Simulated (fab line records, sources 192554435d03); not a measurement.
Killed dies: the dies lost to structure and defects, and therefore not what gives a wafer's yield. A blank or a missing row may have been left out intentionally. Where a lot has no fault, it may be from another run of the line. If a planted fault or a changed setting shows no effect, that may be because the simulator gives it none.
8D (eight disciplines) problem report, filled in by code :: flow n5-finfet :: the parts of the form that need people (team, actions taken, sign-off) are left out

## 1. PROBLEM STATEMENT
Wafers without a fault read 149.9 W, standard deviation 0.41; bias-w at N5_BEOL_M4_ETCH_70 reads a mean of 140.9 W on 6 wafers belonging to 2 lots. That is -22 standard deviations from the usual mean.
The step: etches SOC in N2/H2, target depth 80 nm, overetch 24 nm, time 130 s.
First seen on wafer L935.2, day 11 04:19, on rie-diel-02. At this step, 18 wafers from 6 lots have a number in the record. The rule behind "out" and "out of limits": a value lying over 4 standard deviations away from the usual mean. The rest of the wafers with a number are treated as sound.

## 2. WHAT IT IS, AND WHAT IT ISN'T
question: which readings at this step
is: bias-w, rf-vpp-V
is not: drypump-motor-current-A, h2-flow-sccm, oes-product-au, showerhead-plenum-p-Torr, throttle-valve-pct

question: which lots
is: L935, L937
is not: L924, L927, L942, L943

question: which wafers of those lots
is: all that have a number
is not: -

question: read on which tools
is: rie-diel-02
is not: rie-diel-01

question: when
is: from day 11 04:19
is not: up to then (6 sound wafers); but 6 sound wafers of L942, L943 came after

## 3. THE SUSPECTS, EACH WITH WHAT RULES IT OUT
Counting: a tool stays on the suspect list if, at a process step up to the reading, it processed all lots that are out and no sound lot following the first of them.
- rie-diel-01 at N5_BEOL_M4_DESCUM_33 (chemistry O2, time 7 s): kept. It processed each lot that is out, first L935 at day 10 15:05, and no sound lot thereafter; up to then, the last sound lot it processed was L924 at day 8 13:05.
- rie-diel-01 at N5_BEOL_M4_ETCH_77 (etches underlayer in N2/H2, target depth 6.5 nm, time 5.2 s): kept. It processed each lot that is out, first L935 at day 10 15:07, and no sound lot thereafter; up to then, the last sound lot it processed was L924 at day 8 13:07.
- rie-diel-01 at N5_BEOL_M4_ETCH_69 (etches SiARC in CF4, target depth 15.6 nm, time 26 s): kept. It processed each lot that is out, first L935 at day 10 15:08, and no sound lot thereafter; up to then, the last sound lot it processed was L924 at day 8 13:08.
- ald-sin-02 at N5_BEOL_M4_ALD_98 (deposits SiO2, target thk 2.5 nm, pulse time 1 s, co reactant pulse time 1 s): kept. It processed each lot that is out, first L935 at day 10 15:13, and no sound lot thereafter; up to then, the last sound lot it processed was L924 at day 8 13:17.
- rie-diel-02 at N5_BEOL_M4_ETCHBACK_99 (etches SiO2 in CHF3, target depth 5 nm, time 10.4 s): kept. It processed each lot that is out, first L935 at day 11 04:17, and no sound lot thereafter; up to then, the last sound lot it processed was L924 at day 8 13:44.
- rie-diel-02 at N5_BEOL_M4_ETCH_70 (etches SOC in N2/H2, target depth 80 nm, overetch 24 nm, time 130 s): kept. It processed each lot that is out, first L935 at day 11 04:19, and no sound lot thereafter; up to then, the last sound lot it processed was L924 at day 8 13:46. Its own bias-w, rf-vpp-V readings are out on those wafers.
Left after counting: rie-diel-01 at N5_BEOL_M4_DESCUM_33, rie-diel-01 at N5_BEOL_M4_ETCH_77, rie-diel-01 at N5_BEOL_M4_ETCH_69, ald-sin-02 at N5_BEOL_M4_ALD_98, rie-diel-02 at N5_BEOL_M4_ETCHBACK_99, rie-diel-02 at N5_BEOL_M4_ETCH_70.

## 4. THE CAUSE (what the simulator had put in)
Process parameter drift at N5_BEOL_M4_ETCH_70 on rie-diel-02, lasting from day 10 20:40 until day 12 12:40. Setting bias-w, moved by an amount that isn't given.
Counting left 6 suspects, and this tool is among them.

## 5. THE EFFECT CHAIN, in route order
Each row: a reading whose mean over the struck wafers that have a number lies more than 3 standard deviations from the usual. Only readings whose record carries a usual standard deviation are examined. hours: median over the lots of the time between each lot's start at the first step of this table that gives one and its start at this step. sigmas: the change, counted in usual standard deviations.
hours: 0
step: N5_BEOL_M4_ETCH_70
reading: bias-w
usual: 149.9 W
on struck wafers: 140.9
change: -9.0
sigmas: -22

hours: 0
step: N5_BEOL_M4_ETCH_70
reading: rf-vpp-V
usual: 524.8 V
on struck wafers: 506.8
change: -18.0
sigmas: -6.2
Here are the process steps it includes:
- N5_BEOL_M4_ETCH_70: etches SOC in N2/H2, target depth 80 nm, overetch 24 nm, time 130 s.
Later measuring or inspecting steps at which every struck wafer that the step has a row for has a number for every such reading, and none has moved that far: N5_BEOL_M4_RC_MEAS_101.

## 6. HOW IT WOULD HAVE BEEN CAUGHT EARLIER
In this record the first reading out of limits was taken at day 11 04:19, 8 hours after the fault began at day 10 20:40.
